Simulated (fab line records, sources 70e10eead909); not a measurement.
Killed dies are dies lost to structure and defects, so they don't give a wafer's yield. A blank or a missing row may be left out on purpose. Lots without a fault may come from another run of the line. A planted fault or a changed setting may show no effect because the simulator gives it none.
fab line records | flow nand_harc
record lots=24 wafers=72 last_day=24
route steps=1159 shown A_M1@1040 A_BONDPAD@1061
lots that met no fault: from a run of the same line without faults
start_h: hours from the record's first day to the start of the lot's first wafer shown | wait_h: hours since the lot's step before | " the same as in the row above | L1.1+2: a row that stands for several wafers | - no value, or no start given | * or withheld: withheld | < > ~ a bound
route shown NAME@n: a module of which the file shows steps, and the number in the route of the first | usual: mean/standard deviation of fault-free wafers | same: alike in all rows | chamber/n: place in a boat | sites: the reading at each site | _std_site: their standard deviation | _edge_site: outer sites' mean less inner sites' | radius_mm: how far each site lies from the wafer's centre | mask NAME#n: copy n | behind: the tool/chamber that last shaped the wafer | hold: why the lot was held/for how many hours/how that ended | device: the transistor (n, p or np) that didn't switch | end of line: the same wafers' tests at the end of the route | a step without rows: its recipe alone | killed: dies lost to structure and defects at the first sort, not the wafer's yield | map: a wafer's dies, x killed, . not, _ none there
set.NAME: the setting as run; set.NAME@STEP: as run at that earlier step | model.NAME: the simulator's own value behind a step, which no gauge read
steps of the route over a sample of lots; a table a step, a row a wafer
services: from which hour (start_h, from the record's first day; less than 0 if before it) a tool's chamber was out of use, for how many hours, and why
## steps
# step NHARC_A_M1_ETCH_35
# recipe target_depth_a=400 overetch_a=120 time_s=43.94 ion_energy_ev=200 n2_flow_sccm=150 h2_flow_sccm=150 ar_flow_sccm=0 rf_w=400 bias_w=150 chemistry=N2/H2
# usual drypump_motor_current_A=5.7/0.43 oes_product_au=0.996/0.0089 rf_vpp_V=430.6/2.2 showerhead_plenum_p_Torr=2.04/0.071 throttle_valve_pct=14.171/0.0081
# columns lot.wafer tool chamber start_h wait_h drypump_motor_current_A oes_product_au rf_hours_counter_h rf_vpp_V showerhead_plenum_p_Torr throttle_valve_pct
L075.1 rie_diel-05 1 402.11 0.1 6.2 0.992 4 431.2 2.06 14.169
L075.2 " 2 " " 5.6 0.993 4 427.9 1.90 14.161
L075.4 " 0 " " 5.3 0.993 - 433.4 2.15 14.162
L074.1 rie_diel-04 2 402.88 0.1 4.8 0.998 8 428.6 1.97 14.177
L074.6 " 3 " " 6.0 0.997 - 431.4 2.04 14.163
L074.5 " 0 " " 5.8 1.008 - 429.4 2.03 14.165
L079.4 rie_diel-05 2 409.72 0.1 5.7 0.996 4 426.9 1.90 14.175
L079.1 " 0 " " 5.4 0.991 4 433.0 2.15 14.171
L079.5 " 3 " " 6.5 0.997 - 431.8 2.04 14.173
L076.3 rie_diel-05 1 413.52 0.1 6.2 1.000 4 430.9 2.06 14.157
L076.4 " 2 " " 5.6 0.995 4 427.2 1.90 14.167
L076.5 " 3 " " 6.4 0.993 - 431.0 2.04 14.178
L077.2 rie_diel-05 1 414.00 0.1 6.2 0.995 5 431.3 2.06 14.177
L077.3 " 3 " " 6.5 0.999 1 431.2 2.04 14.179
L077.4 " 0 " " 5.3 1.003 5 433.7 2.15 14.179
L080.3 rie_diel-05 0 433.55 0.1 5.3 1.011 5 434.4 2.15 14.174
L080.5 " 1 " " 6.2 0.988 - 431.8 2.06 14.159
L080.6 " 0 " " 5.3 1.010 - 433.6 2.15 14.160
L081.4 rie_diel-03 1 437.43 0.1 5.8 1.019 1 431.0 2.01 14.163
L081.3 " 2 " " 5.7 0.983 1 431.1 2.10 14.176
L081.6 " 1 " " 5.8 1.010 - 428.4 2.01 14.182
L078.4 rie_diel-04 0 443.43 0.1 5.8 1.000 10 429.4 2.03 14.168
L078.2 " 1 " " 5.4 1.005 11 432.1 2.07 14.165
L078.5 " 0 " " 5.8 1.001 - 430.8 2.03 14.163
L082.2 rie_diel-05 1 455.40 0.1 6.2 0.994 7 431.9 2.06 14.161
L082.3 " 2 " " 5.6 1.002 6 427.4 1.90 14.170
L082.6 " 0 " " 5.3 0.996 - 435.6 2.15 14.172
L083.2 rie_diel-03 2 457.35 0.1 5.7 0.992 1 431.5 2.10 14.188
L083.1 " 3 " " 4.8 1.005 1 435.9 2.21 14.175
L083.5 " 1 " " 5.8 1.003 - 430.5 2.01 14.165
L086.2 rie_diel-03 1 472.13 0.1 5.8 1.004 2 428.8 2.01 14.169
L086.3 " 3 " " 4.8 1.000 2 434.7 2.21 14.171
L086.4 " 0 " " 6.0 1.004 2 429.4 2.00 14.172
L085.3 rie_diel-03 2 478.52 0.1 5.7 0.976 2 431.8 2.10 14.162
L085.1 " 1 " " 5.8 0.995 2 428.9 2.01 14.176
L085.4 " 2 " " 5.7 0.992 - 432.4 2.10 14.176
L084.2 rie_diel-04 0 479.52 0.1 5.8 0.984 0 432.2 2.03 14.177
L084.1 " 2 " " 4.8 0.997 0 428.3 1.97 14.168
L084.5 " 0 " " 5.9 0.983 - 428.9 2.03 14.166
L087.1 rie_diel-05 2 483.33 0.1 5.6 1.000 8 426.2 1.90 14.169
L087.2 " 3 " " 6.4 0.993 5 431.8 2.04 14.175
L087.3 " 0 " " 5.3 0.993 9 433.8 2.15 14.182
L088.2 rie_diel-03 0 495.72 0.1 6.0 0.992 3 430.1 2.00 14.179
L088.3 " 1 " " 5.8 1.004 3 430.0 2.01 14.175
L088.6 " 0 " " 6.0 0.983 - 427.8 2.00 14.174
L092.2 rie_diel-03 2 497.63 0.1 5.7 0.990 3 431.7 2.10 14.163
L092.5 " 2 " " 5.7 0.990 - 432.2 2.10 14.181
L092.4 " 0 " " 5.9 0.998 - 428.4 2.00 14.179
L089.4 rie_diel-05 1 508.41 0.1 6.2 1.007 11 430.4 2.06 14.156
L089.2 " 0 " " 5.4 1.013 10 433.1 2.15 14.170
L089.5 " 2 " " 5.6 0.998 - 425.0 1.90 14.154
L090.3 rie_diel-03 1 509.03 0.1 5.8 1.004 3 430.2 2.01 14.157
L090.2 " 2 " " 5.7 0.995 3 433.7 2.10 14.163
L090.6 " 0 " " 5.9 1.001 - 429.6 2.00 14.180
L091.3 rie_diel-05 1 513.94 0.1 6.2 1.004 11 431.1 2.06 14.170
L091.4 " 0 " " 5.3 1.002 11 433.3 2.15 14.180
L091.6 " 2 " " 5.6 0.996 - 426.1 1.89 14.175
L093.2 rie_diel-04 0 519.30 0.1 5.8 0.982 3 430.2 2.03 14.161
L093.3 " 1 " " 5.3 1.006 2 431.8 2.07 14.177
L093.5 " 3 " " 6.0 0.993 - 433.0 2.04 14.187
L094.4 rie_diel-05 0 531.14 0.1 5.3 0.979 0 433.0 2.15 14.153
L094.1 " 1 " " 6.2 1.012 0 431.5 2.06 14.166
L094.6 " 0 " " 5.3 0.979 - 433.6 2.15 14.173
L096.4 rie_diel-04 2 537.97 0.1 4.8 0.989 5 429.6 1.97 14.177
L096.1 " 3 " " 6.0 0.988 5 431.3 2.04 14.181
L096.6 " 2 " " 4.8 0.985 - 427.6 1.97 14.168
L095.1 rie_diel-04 0 538.87 0.1 5.8 0.982 5 431.3 2.02 14.169
L095.4 " 1 " " 5.4 1.013 4 430.9 2.07 14.180
L095.6 " 2 " " 4.8 0.988 - 428.3 1.97 14.183
L097.1 rie_diel-04 1 541.33 0.1 5.3 1.007 4 432.3 2.07 14.170
L097.4 " 3 " " 6.0 0.998 5 429.8 2.04 14.173
L097.6 " 1 " " 5.3 1.017 - 430.5 2.07 14.182
# step NHARC_A_M1_PRE_CLEAN_30
# recipe time_s=30 temp_c=280 gas=H2/He
# usual heater_power_w=411/42
# columns lot.wafer tool chamber start_h wait_h heater_power_w
L075.4 pvd_sputter-01 - - - 390
L075.1 " - " " 393
L075.2 " - " " 438
L074.1 pvd_sputter-02 - - - 381
L074.6 " - " " 346
L074.5 " - " " 459
L079.1 pvd_sputter-03 - - - 425
L079.4 " - " " 444
L079.5 " - " " 410
L076.3 pvd_sputter-02 - - - 356
L076.4 " - " " 364
L076.5 " - " " 444
L077.4 pvd_sputter-01 - - - 387
L077.2 " - " " 436
L077.3 " - " " 487
L080.3 pvd_sputter-03 - - - 461
L080.5 " - " " 425
L080.6 " - " " 352
L081.4 pvd_sputter-03 - - - 344
L081.3 " - " " 436
L081.6 " - " " 465
L078.2 pvd_sputter-03 - - - 422
L078.4 " - " " 429
L078.5 " - " " 423
L082.2 pvd_sputter-03 - - - 417
L082.3 " - " " 432
L082.6 " - " " 344
L083.2 pvd_sputter-01 - - - 384
L083.1 " - " " 436
L083.5 " - " " 401
L086.2 pvd_sputter-02 - - - 449
L086.4 " - " " 377
L086.3 " - " " 352
L085.1 pvd_sputter-03 - - - 438
L085.4 " - " " 443
L085.3 " - " " 355
L084.1 pvd_sputter-01 - - - 392
L084.2 " - " " 428
L084.5 " - " " 378
L087.2 pvd_sputter-01 - - - 434
L087.1 " - " " 475
L087.3 " - " " 384
L088.2 pvd_sputter-03 - - - 441
L088.3 " - " " 456
L088.6 " - " " 428
L092.4 pvd_sputter-02 - - - 357
L092.2 " - " " 375
L092.5 " - " " 450
L089.2 pvd_sputter-03 - - - 340
L089.4 " - " " 460
L089.5 " - " " 352
L090.2 pvd_sputter-02 - - - 446
L090.3 " - " " 386
L090.6 " - " " 349
L091.4 pvd_sputter-02 - - - 348
L091.3 " - " " 446
L091.6 " - " " 378
L093.3 pvd_sputter-02 - - - 382
L093.2 " - " " 380
L093.5 " - " " 460
L094.1 pvd_sputter-02 - - - 428
L094.4 " - " " 375
L094.6 " - " " 453
L096.4 pvd_sputter-02 - - - 371
L096.1 " - " " 357
L096.6 " - " " 460
L095.1 pvd_sputter-03 - - - 446
L095.4 " - " " 346
L095.6 " - " " 449
L097.4 pvd_sputter-01 - - - 484
L097.1 " - " " 393
L097.6 " - " " 443
# step NHARC_A_M1_PVD_21
# recipe target_thk_a=300 chamber_pressure_pa=5 power_w=5000 substrate_temp_c=30 time_s=20.49 material=Cu
# usual throttle_valve_pct=30.0/0.97
# columns lot.wafer tool chamber start_h wait_h throttle_valve_pct
L075.2 pvd_sputter-01 - - - 29.3
L075.1 " - " " 30.8
L075.4 " - " " 30.9
L074.1 pvd_sputter-02 - - - 28.9
L074.6 " - " " 30.1
L074.5 " - " " 29.3
L079.4 pvd_sputter-03 - - - 29.4
L079.1 " - " " 31.8
L079.5 " - " " 29.3
L076.4 pvd_sputter-02 - - - 29.9
L076.3 " - " " 28.5
L076.5 " - " " 29.9
L077.4 pvd_sputter-01 - - - 29.2
L077.3 " - " " 31.0
L077.2 " - " " 30.9
L080.3 pvd_sputter-03 - - - 28.9
L080.6 " - " " 29.8
L080.5 " - " " 32.0
L081.3 pvd_sputter-03 - - - 32.3
L081.4 " - " " 29.2
L081.6 " - " " 31.9
L078.2 pvd_sputter-03 - - - 31.8
L078.4 " - " " 28.9
L078.5 " - " " 31.8
L082.2 pvd_sputter-03 - - - 29.0
L082.3 " - " " 29.7
L082.6 " - " " 32.1
L083.1 pvd_sputter-01 - - - 31.0
L083.2 " - " " 29.0
L083.5 " - " " 31.0
L086.4 pvd_sputter-02 - - - 29.1
L086.2 " - " " 31.5
L086.3 " - " " 28.8
L085.4 pvd_sputter-03 - - - 30.3
L085.3 " - " " 28.6
L085.1 " - " " 29.7
L084.2 pvd_sputter-01 - - - 29.3
L084.1 " - " " 30.5
L084.5 " - " " 31.0
L087.1 pvd_sputter-01 - - - 29.4
L087.3 " - " " 30.8
L087.2 " - " " 30.2
L088.3 pvd_sputter-03 - - - 29.9
L088.2 " - " " 30.5
L088.6 " - " " 30.0
L092.2 pvd_sputter-02 - - - 30.2
L092.4 " - " " 29.1
L092.5 " - " " 31.4
L089.2 pvd_sputter-03 - - - 28.8
L089.4 " - " " 30.5
L089.5 " - " " 28.7
L090.2 pvd_sputter-02 - - - 31.4
L090.3 " - " " 28.9
L090.6 " - " " 29.1
L091.3 pvd_sputter-02 - - - 28.9
L091.4 " - " " 29.8
L091.6 " - " " 31.3
L093.3 pvd_sputter-02 - - - 29.0
L093.2 " - " " 29.8
L093.5 " - " " 28.6
L094.4 pvd_sputter-02 - - - 30.0
L094.1 " - " " 29.2
L094.6 " - " " 28.8
L096.4 pvd_sputter-02 - - - 28.7
L096.1 " - " " 29.2
L096.6 " - " " 31.3
L095.1 pvd_sputter-03 - - - 29.7
L095.4 " - " " 30.6
L095.6 " - " " 29.9
L097.1 pvd_sputter-01 - - - 30.8
L097.4 " - " " 29.7
L097.6 " - " " 30.9
# step NHARC_A_M1_THK_MEAS_24
# recipe thk_meas_gauge=xrf
# usual thk_nm=154.4/1.6
# columns lot.wafer tool chamber start_h wait_h thk_nm
L075.1 film_metro-01 - 404.46 - 153.4
L075.2 " - " " 152.7
L075.4 " - " " 156.1
L074.1 film_metro-02 - 405.21 - 155.5
L074.5 " - " " 155.3
L074.6 " - " " 154.9
L079.1 film_metro-02 - 412.37 - 151.0
L079.4 " - " " 153.3
L079.5 " - " " 154.9
L076.3 film_metro-02 - 416.18 - 155.4
L076.4 " - " " 158.2
L076.5 " - " " 156.2
L077.2 film_metro-01 - 416.49 - 154.7
L077.3 " - " " 154.5
L077.4 " - " " 151.4
L080.3 film_metro-02 - 435.98 - 156.0
L080.5 " - " " 154.5
L080.6 " - " " 154.5
L081.3 film_metro-01 - 440.03 - 154.1
L081.4 " - " " 152.8
L081.6 " - " " 156.0
L078.2 film_metro-02 - 445.77 - 154.8
L078.4 " - " " 153.6
L078.5 " - " " 155.0
L082.2 film_metro-02 - 457.74 - 156.0
L082.3 " - " " 155.6
L082.6 " - " " 154.8
L083.1 film_metro-02 - 459.72 - 157.9
L083.2 " - " " 153.3
L083.5 " - " " 157.8
L086.2 film_metro-02 - 474.45 - 153.6
L086.3 " - " " 154.8
L086.4 " - " " 154.1
L085.1 film_metro-02 - 480.88 - 155.3
L085.3 " - " " 152.5
L085.4 " - " " 154.5
L084.1 film_metro-02 - 482.00 - 156.4
L084.2 " - " " 155.2
L084.5 " - " " 155.0
L087.1 film_metro-02 - 485.71 - 152.8
L087.2 " - " " 154.6
L087.3 " - " " 155.8
L088.2 film_metro-01 - 498.50 - 152.7
L088.3 " - " " 152.9
L088.6 " - " " 151.8
L092.2 film_metro-02 - 500.24 - 153.9
L092.4 " - " " 155.7
L092.5 " - " " 153.5
L089.2 film_metro-01 - 510.78 - 155.6
L089.4 " - " " 154.6
L089.5 " - " " 154.2
L090.2 film_metro-01 - 511.40 - 151.4
L090.3 " - " " 153.4
L090.6 " - " " 153.4
L091.3 film_metro-01 - 516.47 - 150.9
L091.4 " - " " 150.9
L091.6 " - " " 151.0
L093.2 film_metro-02 - 521.81 - 155.0
L093.3 " - " " 157.0
L093.5 " - " " 155.0
L094.1 film_metro-01 - 534.07 - 152.9
L094.4 " - " " 154.0
L094.6 " - " " 151.7
L096.1 film_metro-01 - 540.29 - 156.0
L096.4 " - " " 154.6
L096.6 " - " " 157.2
L095.1 film_metro-02 - 541.19 - 152.0
L095.4 " - " " 154.5
L095.6 " - " " 153.9
L097.1 film_metro-02 - 543.66 - 156.3
L097.4 " - " " 153.8
L097.6 " - " " 156.2
# step NHARC_A_M1_INSPECT_27
# usual raw_defect_count=438/120
# columns lot.wafer tool chamber start_h wait_h raw_defect_count
L075.1 defect_inspect-02 - 404.62 0.0 687
L075.2 " - " " 737
L075.4 " - " " 831
L074.1 defect_inspect-02 - 405.38 0.0 418
L074.5 " - " " 365
L074.6 " - " " 370
L079.1 defect_inspect-01 - 412.52 0.0 411
L079.4 " - " " 502
L079.5 " - " " 258
L076.3 defect_inspect-01 - 416.34 0.0 282
L076.4 " - " " 276
L076.5 " - " " 438
L077.2 defect_inspect-01 - 416.65 0.0 446
L077.3 " - " " 393
L077.4 " - " " 389
L080.3 defect_inspect-01 - 436.15 0.0 423
L080.5 " - " " 350
L080.6 " - " " 399
L081.3 defect_inspect-01 - 440.18 0.0 317
L081.4 " - " " 293
L081.6 " - " " 329
L078.2 defect_inspect-02 - 445.93 0.0 673
L078.4 " - " " 506
L078.5 " - " " 459
L082.2 defect_inspect-02 - 457.90 0.0 417
L082.3 " - " " 415
L082.6 " - " " 344
L083.1 defect_inspect-02 - 459.88 0.0 419
L083.2 " - " " 455
L083.5 " - " " 314
L086.2 defect_inspect-02 - 474.61 0.0 265
L086.3 " - " " 254
L086.4 " - " " 331
L085.1 defect_inspect-02 - 481.04 0.0 514
L085.3 " - " " 461
L085.4 " - " " 653
L084.1 defect_inspect-02 - 482.16 0.0 464
L084.2 " - " " 307
L084.5 " - " " 414
L087.1 defect_inspect-02 - 485.87 0.0 474
L087.2 " - " " 410
L087.3 " - " " 407
L088.2 defect_inspect-02 - 498.66 0.0 457
L088.3 " - " " 545
L088.6 " - " " 551
L092.2 defect_inspect-01 - 500.39 0.0 668
L092.4 " - " " 434
L092.5 " - " " 369
L089.2 defect_inspect-02 - 510.93 0.0 377
L089.4 " - " " 348
L089.5 " - " " 424
L090.2 defect_inspect-01 - 511.55 0.0 368
L090.3 " - " " 367
L090.6 " - " " 268
L091.3 defect_inspect-02 - 516.62 0.0 493
L091.4 " - " " 503
L091.6 " - " " 526
L093.2 defect_inspect-02 - 521.96 0.0 645
L093.3 " - " " 624
L093.5 " - " " 447
L094.1 defect_inspect-01 - 534.22 0.0 428
L094.4 " - " " 480
L094.6 " - " " 332
L096.1 defect_inspect-02 - 540.45 0.0 509
L096.4 " - " " 590
L096.6 " - " " 401
L095.1 defect_inspect-02 - 541.35 0.0 663
L095.4 " - " " 366
L095.6 " - " " 608
L097.1 defect_inspect-01 - 543.82 0.0 248
L097.4 " - " " 268
L097.6 " - " " 257
# step NHARC_A_BONDPAD_THK_MEAS_30
# recipe thk_meas_gauge=ellipsometry
# usual thk_nm=199.8/1.4
# columns lot.wafer tool chamber start_h wait_h thk_nm
L075.1 film_metro-02 - 405.98 0.2 199.3
L075.2 " - " " 198.5
L075.4 " - " " 196.7
L074.1 film_metro-01 - 406.74 0.2 201.2
L074.5 " - " " 196.9
L074.6 " - " " 199.7
L079.1 film_metro-01 - 413.89 0.2 200.3
L079.4 " - " " 198.7
L079.5 " - " " 199.4
L076.3 film_metro-01 - 418.13 0.2 199.7
L076.4 " - " " 198.4
L076.5 " - " " 202.0
L077.2 film_metro-02 - 418.24 0.2 198.6
L077.3 " - " " 200.2
L077.4 " - " " 199.7
L080.3 film_metro-02 - 437.61 0.2 197.4
L080.5 " - " " 198.3
L080.6 " - " " 198.6
L081.3 film_metro-01 - 441.54 0.2 198.4
L081.4 " - " " 197.7
L081.6 " - " " 199.8
L078.2 film_metro-02 - 447.28 0.2 200.4
L078.4 " - " " 202.2
L078.5 " - " " 200.0
L082.2 film_metro-02 - 459.26 0.2 198.6
L082.3 " - " " 199.8
L082.6 " - " " 200.5
L083.1 film_metro-02 - 461.24 0.2 200.6
L083.2 " - " " 198.7
L083.5 " - " " 198.4
L086.2 film_metro-02 - 476.13 0.2 199.8
L086.3 " - " " 200.4
L086.4 " - " " 200.4
L085.1 film_metro-02 - 482.47 0.2 202.7
L085.3 " - " " 200.6
L085.4 " - " " 200.3
L084.1 film_metro-02 - 483.86 0.2 200.5
L084.2 " - " " 200.1
L084.5 " - " " 201.4
L087.1 film_metro-02 - 487.22 0.2 199.6
L087.2 " - " " 200.2
L087.3 " - " " 197.9
L088.2 film_metro-02 - 500.02 0.2 199.4
L088.3 " - " " 198.2
L088.6 " - " " 197.0
L092.2 film_metro-01 - 501.88 0.2 200.5
L092.4 " - " " 201.2
L092.5 " - " " 200.5
L089.2 film_metro-02 - 512.32 0.2 199.7
L089.4 " - " " 201.8
L089.5 " - " " 201.3
L090.2 film_metro-01 - 513.08 0.2 201.2
L090.3 " - " " 198.8
L090.6 " - " " 202.2
L091.3 film_metro-02 - 517.98 0.2 197.2
L091.4 " - " " 201.1
L091.6 " - " " 198.2
L093.2 film_metro-02 - 523.33 0.2 199.0
L093.3 " - " " 200.0
L093.5 " - " " 201.7
L094.1 film_metro-02 - 535.58 0.2 201.4
L094.4 " - " " 200.9
L094.6 " - " " 200.6
L096.1 film_metro-02 - 541.95 0.2 199.5
L096.4 " - " " 200.9
L096.6 " - " " 197.2
L095.1 film_metro-01 - 542.71 0.2 200.7
L095.4 " - " " 203.5
L095.6 " - " " 200.3
L097.1 film_metro-02 - 545.17 0.2 200.6
L097.4 " - " " 201.6
L097.6 " - " " 202.2
## services
# columns tool chamber start_h hours kind
rie_diel-04 2 378.15 10.6 repair
rie_diel-05 2 389.89 2.7 repair
pvd_sputter-02 - 392.01 10.0 pm
rie_diel-03 - 392.30 9.0 pm
rie_diel-05 0 398.70 - clean
rie_diel-05 1 398.70 - clean
rie_diel-05 2 398.70 - clean
rie_diel-05 3 398.70 - clean
rie_diel-03 3 409.14 10.2 repair
rie_diel-05 0 423.20 - clean
rie_diel-05 1 423.20 - clean
rie_diel-05 2 423.20 - clean
rie_diel-05 3 423.20 - clean
rie_diel-05 2 430.96 7.2 repair
rie_diel-05 0 447.70 - clean
rie_diel-05 1 447.70 - clean
pvd_sputter-03 - 458.00 10.0 pm
rie_diel-04 - 465.90 9.0 pm
rie_diel-03 3 477.25 35.5 repair
rie_diel-04 1 494.68 1.3 repair
pvd_sputter-01 - 514.06 10.0 pm
rie_diel-05 - 516.54 1.0 repair
rie_diel-05 - 517.60 9.0 pm
rie_diel-04 3 523.04 4.6 repair
## key
fault none
